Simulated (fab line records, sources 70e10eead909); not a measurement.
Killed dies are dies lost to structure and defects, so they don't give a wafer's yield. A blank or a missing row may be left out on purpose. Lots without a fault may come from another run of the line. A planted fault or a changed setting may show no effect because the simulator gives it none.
Which tool did it? | flow nand_harc | 24 lots, 72 wafers sampled, at 6 steps of a route of 1302

WHAT THE GAUGES READ, wafer by wafer
The record holds no reading of a measuring or inspecting step that can be judged against a usual standard deviation.

WHICH TOOL RAN EACH LOT (tool, then ch and the chambers of the sampled wafers, then the start)
lot  | NHARC_A_STAIRCASE_ETCH_194                    | NHARC_A_STAIRCASE_ETCH_201                    | NHARC_A_STAIRCASE_TRIM_202                    | NHARC_A_STAIRCASE_STRIP_205          | NHARC_A_STAIRCASE_ETCH_234     | NHARC_A_STAIRCASE_ETCH_236
L075 | rie_diel-07 ch 0,1,2, day 16 13:45 or earlier | rie_diel-07 ch 0,1, day 16 13:45 or earlier   | rie_diel-07 ch 1,2,3, day 16 13:45 or earlier | plasma_asher-01 ch 0,1, day 16 13:45 | rie_diel-10 ch 1,2,3, no start | rie_diel-10 ch 1,2, no start
L074 | rie_diel-02 ch 0,1,3, day 16 14:31 or earlier | rie_diel-02 ch 1,2,3, day 16 14:31 or earlier | rie_diel-02 ch 0,3, day 16 14:31 or earlier   | plasma_asher-01 ch 1, day 16 14:31   | rie_diel-10 ch 0,2,3, no start | rie_diel-10 ch 1,2,3, no start
L077 | rie_diel-10 ch 2,3, day 16 20:04 or earlier   | rie_diel-07 ch 0,1,3, day 16 20:04 or earlier | rie_diel-07 ch 0,1,3, day 16 20:04 or earlier | plasma_asher-02 ch 0,1, day 16 20:04 | rie_diel-07 ch 0,1,3, no start | rie_diel-07 ch 0,2,3, no start
L076 | rie_diel-10 ch 1,3, day 16 22:19 or earlier   | rie_diel-07 ch 0,1,2, day 16 22:19 or earlier | rie_diel-07 ch 0,1, day 16 22:19 or earlier   | plasma_asher-01 ch 0,1, day 16 22:19 | rie_diel-02 ch 0,1, no start   | rie_diel-02 ch 1,3, no start
L079 | rie_diel-07 ch 2,3, day 18 01:56 or earlier   | rie_diel-07 ch 1,3, day 18 01:56 or earlier   | rie_diel-07 ch 0,3, day 18 01:56 or earlier   | plasma_asher-01 ch 0, day 18 01:56   | rie_diel-07 ch 0,2, no start   | rie_diel-07 ch 0,1,2, no start
L078 | rie_diel-07 ch 1,2, day 18 02:37 or earlier   | rie_diel-07 ch 0,3, day 18 02:37 or earlier   | rie_diel-07 ch 1,2,3, day 18 02:37 or earlier | plasma_asher-01 ch 0,1, day 18 02:37 | rie_diel-02 ch 0,1,2, no start | rie_diel-02 ch 1,2,3, no start
L080 | rie_diel-10 ch 1,2,3, day 18 13:23 or earlier | rie_diel-02 ch 1,2,3, day 18 13:23 or earlier | rie_diel-02 ch 0,1,2, day 18 13:23 or earlier | plasma_asher-02 ch 0,1, day 18 13:23 | rie_diel-07 ch 0,1,2, no start | rie_diel-07 ch 0,1,2, no start
L081 | rie_diel-07 ch 1,2, day 18 14:50 or earlier   | rie_diel-07 ch 1,2, day 18 14:50 or earlier   | rie_diel-07 ch 0,1,3, day 18 14:50 or earlier | plasma_asher-01 ch 0,1, day 18 14:50 | rie_diel-02 ch 1,3, no start   | rie_diel-02 ch 1,2, no start
L082 | rie_diel-10 ch 0,1,3, day 19 17:56 or earlier | rie_diel-02 ch 1,3, day 19 17:56 or earlier   | rie_diel-02 ch 2,3, day 19 17:56 or earlier   | plasma_asher-01 ch 0,1, day 19 17:56 | rie_diel-10 ch 0,1,3, no start | rie_diel-10 ch 0,1,3, no start
L083 | rie_diel-10 ch 0,1,2, day 20 05:47 or earlier | rie_diel-02 ch 0,1,3, day 20 05:47 or earlier | rie_diel-02 ch 0,1,2, day 20 05:47 or earlier | plasma_asher-01 ch 0,1, day 20 05:47 | rie_diel-02 ch 1,2,3, no start | rie_diel-02 ch 0,2,3, no start
L085 | rie_diel-02 ch 0,1,3, day 20 11:01 or earlier | rie_diel-10 ch 0,1,2, day 20 11:01 or earlier | rie_diel-10 ch 0,1,2, day 20 11:01 or earlier | plasma_asher-01 ch 0,1, day 20 11:01 | rie_diel-07 ch 0,2,3, no start | rie_diel-07 ch 0,1,2, no start
L084 | rie_diel-02 ch 0,2,3, day 20 12:17 or earlier | rie_diel-02 ch 0,2, day 20 12:17 or earlier   | rie_diel-02 ch 2,3, day 20 12:17 or earlier   | plasma_asher-02 ch 0,1, day 20 12:17 | rie_diel-07 ch 0,1,2, no start | rie_diel-07 ch 0,1,3, no start
L086 | rie_diel-02 ch 0,2, day 20 23:56 or earlier   | rie_diel-02 ch 2,3, day 20 23:56 or earlier   | rie_diel-02 ch 0,2,3, day 20 23:56 or earlier | plasma_asher-01 ch 0,1, day 20 23:56 | rie_diel-07 ch 0,3, no start   | rie_diel-07 ch 0,2,3, no start
L087 | rie_diel-07 ch 0,1,3, day 21 10:05 or earlier | rie_diel-07 ch 1,2,3, day 21 10:05 or earlier | rie_diel-07 ch 0,1,3, day 21 10:05 or earlier | plasma_asher-01 ch 0,1, day 21 10:05 | rie_diel-07 ch 0,1, no start   | rie_diel-07 ch 1,2, no start
L089 | rie_diel-07 ch 1,3, day 22 06:08 or earlier   | rie_diel-10 ch 0,1,3, day 22 06:08 or earlier | rie_diel-10 ch 0,1, day 22 06:08 or earlier   | plasma_asher-02 ch 0,1, day 22 06:08 | rie_diel-10 ch 2,3, no start   | rie_diel-10 ch 0,1,2, no start
L088 | rie_diel-02 ch 1,2,3, day 22 07:17 or earlier | rie_diel-10 ch 0,3, day 22 07:17 or earlier   | rie_diel-10 ch 1,2, day 22 07:17 or earlier   | plasma_asher-01 ch 0,1, day 22 07:17 | rie_diel-10 ch 0,1, no start   | rie_diel-10 ch 1,2, no start
L090 | rie_diel-10 ch 1,2,3, day 23 03:15 or earlier | rie_diel-07 ch 0,1,2, day 23 03:15 or earlier | rie_diel-07 ch 0,1, day 23 03:15 or earlier   | plasma_asher-01 ch 0,1, day 23 03:15 | rie_diel-10 ch 0,1,2, no start | rie_diel-10 ch 0,2, no start
L091 | rie_diel-10 ch 0,1,3, day 23 15:50 or earlier | rie_diel-02 ch 0,1,3, day 23 15:50 or earlier | rie_diel-02 ch 0,1,3, day 23 15:50 or earlier | plasma_asher-02 ch 0,1, day 23 15:50 | rie_diel-10 ch 0,1,2, no start | rie_diel-10 ch 0,1,2, no start
L092 | rie_diel-10 ch 1,2,3, day 23 22:41 or earlier | rie_diel-10 ch 0,1,2, day 23 22:41 or earlier | rie_diel-10 ch 0,1,3, day 23 22:41 or earlier | plasma_asher-01 ch 0,1, day 23 22:41 | rie_diel-02 ch 0,3, no start   | rie_diel-02 ch 0,1,3, no start
L093 | rie_diel-02 ch 0,1,3, day 24 02:31 or earlier | rie_diel-10 ch 1,2,3, day 24 02:31 or earlier | rie_diel-10 ch 0,2,3, day 24 02:31 or earlier | plasma_asher-02 ch 0,1, day 24 02:31 | rie_diel-07 ch 0,1,2, no start | rie_diel-07 ch 0,1,3, no start
L094 | rie_diel-02 ch 0,1,3, day 24 10:32 or earlier | rie_diel-02 ch 1,3, day 24 10:32 or earlier   | rie_diel-02 ch 1,3, day 24 10:32 or earlier   | plasma_asher-02 ch 0,1, day 24 10:32 | rie_diel-02 ch 0,1, no start   | rie_diel-02 ch 1,3, no start
L095 | rie_diel-07 ch 0,3, day 25 10:05 or earlier   | rie_diel-02 ch 0,1, day 25 10:05 or earlier   | rie_diel-02 ch 0,1,3, day 25 10:05 or earlier | plasma_asher-01 ch 0,1, day 25 10:05 | rie_diel-10 ch 0,1, no start   | rie_diel-10 ch 0,2,3, no start
L096 | rie_diel-10 ch 1,2,3, day 25 11:46 or earlier | rie_diel-10 ch 2,3, day 25 11:46 or earlier   | rie_diel-10 ch 0,3, day 25 11:46 or earlier   | plasma_asher-01 ch 0,1, day 25 11:46 | rie_diel-07 ch 0,1,2, no start | rie_diel-07 ch 0,1, no start
L097 | rie_diel-02 ch 0,3, day 25 11:49 or earlier   | rie_diel-07 ch 0,3, day 25 11:49 or earlier   | rie_diel-07 ch 0,2,3, day 25 11:49 or earlier | plasma_asher-02 ch 0,1, day 25 11:49 | rie_diel-02 ch 0,1, no start   | rie_diel-02 ch 0,2,3, no start
- NHARC_A_STAIRCASE_ETCH_194: etches the open film in C4F8/O2, target depth 100 nm, time 40.5 s.
- NHARC_A_STAIRCASE_ETCH_201: etches the open film in C4F8/O2, target depth 100 nm, time 40.5 s.
- NHARC_A_STAIRCASE_TRIM_202: chemistry O2, time 211.2 s.
- NHARC_A_STAIRCASE_STRIP_205: strips in O2.
- NHARC_A_STAIRCASE_ETCH_234: etches the open film in C4F8/O2, target depth 100 nm, time 40.5 s.
- NHARC_A_STAIRCASE_ETCH_236: etches the open film in C4F8/O2, target depth 100 nm, time 40.5 s.

WHAT THE TOOLS THEMSELVES READ (means of the sampled wafers that have a number; where no wafer has one, the mark that the record gives instead)
NHARC_A_STAIRCASE_ETCH_194. Usual: oes_product_au 0.941 a.u., standard deviation 0.014; rf_vpp_V 896 V, standard deviation 5.9.
lot  | tool        | oes_product_au (a.u.) | rf_vpp_V (V) | flag
L075 | rie_diel-07 | 0.943                 | 892          |
L074 | rie_diel-02 | 0.943                 | 903          |
L077 | rie_diel-10 | 0.954                 | 891          |
L076 | rie_diel-10 | 0.953                 | 889          |
L079 | rie_diel-07 | 0.940                 | 891          |
L078 | rie_diel-07 | 0.944                 | 891          |
L080 | rie_diel-10 | 0.949                 | 890          |
L081 | rie_diel-07 | 0.938                 | 893          |
L082 | rie_diel-10 | 0.942                 | 895          |
L083 | rie_diel-10 | 0.955                 | 895          |
L085 | rie_diel-02 | 0.932                 | 903          |
L084 | rie_diel-02 | 0.932                 | 900          |
L086 | rie_diel-02 | 0.914                 | 898          |
L087 | rie_diel-07 | 0.929                 | 894          |
L089 | rie_diel-07 | 0.932                 | 896          |
L088 | rie_diel-02 | 0.945                 | 900          |
L090 | rie_diel-10 | 0.944                 | 890          |
L091 | rie_diel-10 | 0.963                 | 894          |
L092 | rie_diel-10 | 0.943                 | 890          |
L093 | rie_diel-02 | 0.929                 | 901          |
L094 | rie_diel-02 | 0.929                 | 901          |
L095 | rie_diel-07 | 0.941                 | 893          |
L096 | rie_diel-10 | 0.958                 | 890          |
L097 | rie_diel-02 | 0.942                 | 900          |

NHARC_A_STAIRCASE_ETCH_201. Usual: oes_product_au 0.941 a.u., standard deviation 0.015; rf_vpp_V 896 V, standard deviation 5.7.
lot  | tool        | oes_product_au (a.u.) | rf_vpp_V (V) | flag
L075 | rie_diel-07 | 0.952                 | 894          |
L074 | rie_diel-02 | 0.919                 | 902          |
L077 | rie_diel-07 | 0.942                 | 895          |
L076 | rie_diel-07 | 0.948                 | 892          |
L079 | rie_diel-07 | 0.927                 | 897          |
L078 | rie_diel-07 | 0.943                 | 895          |
L080 | rie_diel-02 | 0.963                 | 900          |
L081 | rie_diel-07 | 0.945                 | 891          |
L082 | rie_diel-02 | 0.933                 | 902          |
L083 | rie_diel-02 | 0.938                 | 902          |
L085 | rie_diel-10 | 0.944                 | 895          |
L084 | rie_diel-02 | 0.936                 | 898          |
L086 | rie_diel-02 | 0.917                 | 898          |
L087 | rie_diel-07 | 0.935                 | 894          |
L089 | rie_diel-10 | 0.946                 | 894          |
L088 | rie_diel-10 | 0.942                 | 894          |
L090 | rie_diel-07 | 0.914                 | 891          |
L091 | rie_diel-02 | 0.941                 | 901          |
L092 | rie_diel-10 | 0.957                 | 893          |
L093 | rie_diel-10 | 0.962                 | 890          |
L094 | rie_diel-02 | 0.934                 | 902          |
L095 | rie_diel-02 | 0.949                 | 901          |
L096 | rie_diel-10 | 0.954                 | 890          |
L097 | rie_diel-07 | 0.933                 | 891          |

NHARC_A_STAIRCASE_TRIM_202. Usual: drypump_motor_current_A 5.6 A, standard deviation 0.43; oes_product_au 0.996 a.u., standard deviation 0.011; rf_vpp_V 57.7 V, standard deviation 0.97; showerhead_plenum_p_Torr 3.52 Torr, standard deviation 0.16; throttle_valve_pct 17.037 %, standard deviation 0.01.
lot  | tool        | drypump_motor_current_A (A) | oes_product_au (a.u.) | rf_vpp_V (V) | showerhead_plenum_p_Torr (Torr) | throttle_valve_pct (%) | flag
L075 | rie_diel-07 | 6.0                         | 0.996                 | 56.1         | 3.48                            | 17.037                 |
L074 | rie_diel-02 | 5.2                         | 0.982                 | 58.7         | 3.71                            | 17.042                 |
L077 | rie_diel-07 | 6.0                         | 0.999                 | 57.6         | 3.49                            | 17.044                 |
L076 | rie_diel-07 | 5.8                         | 0.990                 | 57.5         | 3.48                            | 17.037                 |
L079 | rie_diel-07 | 5.9                         | 0.999                 | 56.5         | 3.43                            | 17.055                 |
L078 | rie_diel-07 | 6.0                         | 0.999                 | 57.5         | 3.48                            | 17.037                 |
L080 | rie_diel-02 | 5.5                         | 1.003                 | 58.5         | 3.62                            | 17.031                 |
L081 | rie_diel-07 | 6.0                         | 0.995                 | 58.3         | 3.49                            | 17.048                 |
L082 | rie_diel-02 | 5.7                         | 0.982                 | 57.3         | 3.57                            | 17.035                 |
L083 | rie_diel-02 | 5.5                         | 0.995                 | 57.7         | 3.61                            | 17.028                 |
L085 | rie_diel-10 | 5.6                         | 1.003                 | 57.7         | 3.48                            | 17.042                 |
L084 | rie_diel-02 | 5.5                         | 0.993                 | 57.8         | 3.65                            | 17.038                 |
L086 | rie_diel-02 | 5.5                         | 0.982                 | 58.3         | 3.61                            | 17.041                 |
L087 | rie_diel-07 | 5.9                         | 0.984                 | 57.2         | 3.48                            | 17.046                 |
L089 | rie_diel-10 | 5.9                         | 1.005                 | 57.7         | 3.44                            | 17.037                 |
L088 | rie_diel-10 | 5.2                         | 1.002                 | 57.8         | 3.36                            | 17.041                 |
L090 | rie_diel-07 | 5.8                         | 0.988                 | 56.9         | 3.40                            | 17.040                 |
L091 | rie_diel-02 | 5.3                         | 0.996                 | 57.9         | 3.68                            | 17.044                 |
L092 | rie_diel-10 | 5.6                         | 1.013                 | 57.5         | 3.47                            | 17.028                 |
L093 | rie_diel-10 | 5.3                         | 1.006                 | 57.6         | 3.50                            | 17.022                 |
L094 | rie_diel-02 | 5.3                         | 0.988                 | 58.8         | 3.71                            | 17.036                 |
L095 | rie_diel-02 | 5.2                         | 1.000                 | 58.7         | 3.68                            | 17.028                 |
L096 | rie_diel-10 | 5.7                         | 1.013                 | 57.9         | 3.61                            | 17.020                 |
L097 | rie_diel-07 | 6.0                         | 0.986                 | 57.9         | 3.39                            | 17.040                 |

NHARC_A_STAIRCASE_STRIP_205. Usual: drypump_motor_current_A 5.90 A, standard deviation 0.22; heater_power_w 316 W, standard deviation 42.
lot  | tool            | drypump_motor_current_A (A) | heater_power_w (W) | flag
L075 | plasma_asher-01 | 6.01                        | 331                |
L074 | plasma_asher-01 | 6.08                        | 256                |
L077 | plasma_asher-02 | 5.68                        | 320                |
L076 | plasma_asher-01 | 6.05                        | 292                |
L079 | plasma_asher-01 | 5.95                        | 365                |
L078 | plasma_asher-01 | 6.00                        | 330                |
L080 | plasma_asher-02 | 5.70                        | 325                |
L081 | plasma_asher-01 | 6.05                        | 291                |
L082 | plasma_asher-01 | 6.01                        | 327                |
L083 | plasma_asher-01 | 6.00                        | 329                |
L085 | plasma_asher-01 | 6.07                        | 287                |
L084 | plasma_asher-02 | 5.58                        | 329                |
L086 | plasma_asher-01 | 5.99                        | 328                |
L087 | plasma_asher-01 | 6.05                        | 291                |
L089 | plasma_asher-02 | 5.58                        | 332                |
L088 | plasma_asher-01 | 5.99                        | 331                |
L090 | plasma_asher-01 | 6.06                        | 300                |
L091 | plasma_asher-02 | 5.69                        | 328                |
L092 | plasma_asher-01 | 6.05                        | 301                |
L093 | plasma_asher-02 | 5.68                        | 327                |
L094 | plasma_asher-02 | 5.59                        | 331                |
L095 | plasma_asher-01 | 6.04                        | 301                |
L096 | plasma_asher-01 | 6.06                        | 296                |
L097 | plasma_asher-02 | 5.71                        | 323                |

NHARC_A_STAIRCASE_ETCH_234. Usual: oes_product_au 0.944 a.u., standard deviation 0.014; rf_vpp_V 895 V, standard deviation 6.
lot  | tool        | oes_product_au (a.u.) | rf_vpp_V (V) | flag
L075 | rie_diel-10 | 0.946                 | 891          |
L074 | rie_diel-10 | 0.957                 | 896          |
L077 | rie_diel-07 | 0.942                 | 895          |
L076 | rie_diel-02 | 0.948                 | 903          |
L079 | rie_diel-07 | 0.940                 | 889          |
L078 | rie_diel-02 | 0.946                 | 899          |
L080 | rie_diel-07 | 0.935                 | 892          |
L081 | rie_diel-02 | 0.919                 | 904          |
L082 | rie_diel-10 | 0.947                 | 895          |
L083 | rie_diel-02 | 0.919                 | 900          |
L085 | rie_diel-07 | 0.948                 | 892          |
L084 | rie_diel-07 | 0.951                 | 891          |
L086 | rie_diel-07 | 0.919                 | 892          |
L087 | rie_diel-07 | 0.936                 | 894          |
L089 | rie_diel-10 | 0.948                 | 891          |
L088 | rie_diel-10 | 0.949                 | 898          |
L090 | rie_diel-10 | 0.937                 | 893          |
L091 | rie_diel-10 | 0.964                 | 894          |
L092 | rie_diel-02 | 0.944                 | 901          |
L093 | rie_diel-07 | 0.943                 | 891          |
L094 | rie_diel-02 | 0.949                 | 901          |
L095 | rie_diel-10 | 0.962                 | 893          |
L096 | rie_diel-07 | 0.945                 | 890          |
L097 | rie_diel-02 | 0.957                 | 900          |

NHARC_A_STAIRCASE_ETCH_236. Usual: oes_product_au 0.944 a.u., standard deviation 0.013; rf_vpp_V 895 V, standard deviation 6.
lot  | tool        | oes_product_au (a.u.) | rf_vpp_V (V) | flag
L075 | rie_diel-10 | 0.950                 | 890          |
L074 | rie_diel-10 | 0.957                 | 890          |
L077 | rie_diel-07 | 0.945                 | 892          |
L076 | rie_diel-02 | 0.941                 | 904          |
L079 | rie_diel-07 | 0.939                 | 892          |
L078 | rie_diel-02 | 0.944                 | 901          |
L080 | rie_diel-07 | 0.943                 | 892          |
L081 | rie_diel-02 | 0.932                 | 900          |
L082 | rie_diel-10 | 0.950                 | 894          |
L083 | rie_diel-02 | 0.931                 | 899          |
L085 | rie_diel-07 | 0.947                 | 891          |
L084 | rie_diel-07 | 0.938                 | 894          |
L086 | rie_diel-07 | 0.921                 | 892          |
L087 | rie_diel-07 | 0.937                 | 891          |
L089 | rie_diel-10 | 0.956                 | 894          |
L088 | rie_diel-10 | 0.953                 | 889          |
L090 | rie_diel-10 | 0.939                 | 899          |
L091 | rie_diel-10 | 0.956                 | 894          |
L092 | rie_diel-02 | 0.941                 | 901          |
L093 | rie_diel-07 | 0.941                 | 893          |
L094 | rie_diel-02 | 0.940                 | 902          |
L095 | rie_diel-10 | 0.947                 | 894          |
L096 | rie_diel-07 | 0.930                 | 891          |
L097 | rie_diel-02 | 0.948                 | 898          |

THE ANSWER, worked out from the rows above alone
Rule: a lot is off if the mean of its wafers that have a number lies more than 3 standard deviations from the usual mean. A lot without any number at a reading at which 4 lots or more have one is off too. The other lots that the step has rows for count as sound. The gauges are gone through in route order, then the tools' own readings, and for those a lot's mean is taken as printed above. The first step at which some lot is off is used, and at that step the reading that is off furthest; a lot without a number counts as furthest.
No lot is off at any reading shown: from this, nothing can be told.

WHAT THE SIMULATOR HAD PUT IN
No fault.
